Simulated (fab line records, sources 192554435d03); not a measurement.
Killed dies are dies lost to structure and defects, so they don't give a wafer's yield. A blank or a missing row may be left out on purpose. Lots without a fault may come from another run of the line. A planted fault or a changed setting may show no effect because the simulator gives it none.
Chamber matching | flow n5_finfet | N5_FIN_CUT_CUT_ETCH_27 on rie_diel-05: 4 sister chambers
The step etches SiO2 in CHF3/O2, target depth 4 nm, overetch 2 nm, time 4.9 s. 4 wafers are shown with their chamber, then 8 later ones without.

WAFERS WITH THEIR CHAMBER
wafer  | chamber | drypump_motor_current_A (A)
L076.3 | 3       | 5.6
L081.4 | 2       | 6.1
L081.6 | 1       | 5.2
L090.1 | 0       | 6.1

WAFERS WITHOUT THEIR CHAMBER
wafer  | drypump_motor_current_A (A)
L090.2 | 5.2
L090.3 | 6.0
L093.3 | 5.6
L093.4 | 6.1
L093.6 | 6.0
L094.1 | 6.0
L094.4 | 5.2
L094.6 | 6.0

WHICH CHAMBER EACH WENT THROUGH
wafer  | from the rows above     | in truth
L090.2 | 1                       | 1
L090.3 | can't be placed: 0 or 2 | 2
L093.3 | 3                       | 3
L093.4 | can't be placed: 0 or 2 | 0
L093.6 | can't be placed: 0 or 2 | 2
L094.1 | can't be placed: 0 or 2 | 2
L094.4 | 1                       | 1
L094.6 | can't be placed: 0 or 2 | 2
Placed correctly: 3 of 8. Can't be placed from these rows: 5 (the true chamber is among the candidates in 5). Placed wrongly: 0.
How it was worked out, from the rows above alone: a wafer's distance from a chamber is the root of the sum, over the readings, of the square of ((its reading less the chamber's mean) divided by the reading's scatter). The wafer belongs to the nearest chamber; if the next one is less than 2 further off, it can't be placed. A chamber's mean is the mean of its shown wafers. The scatter: with one shown wafer a chamber, the root of the mean of the squares of how far each hidden wafer lies from its nearest shown one.
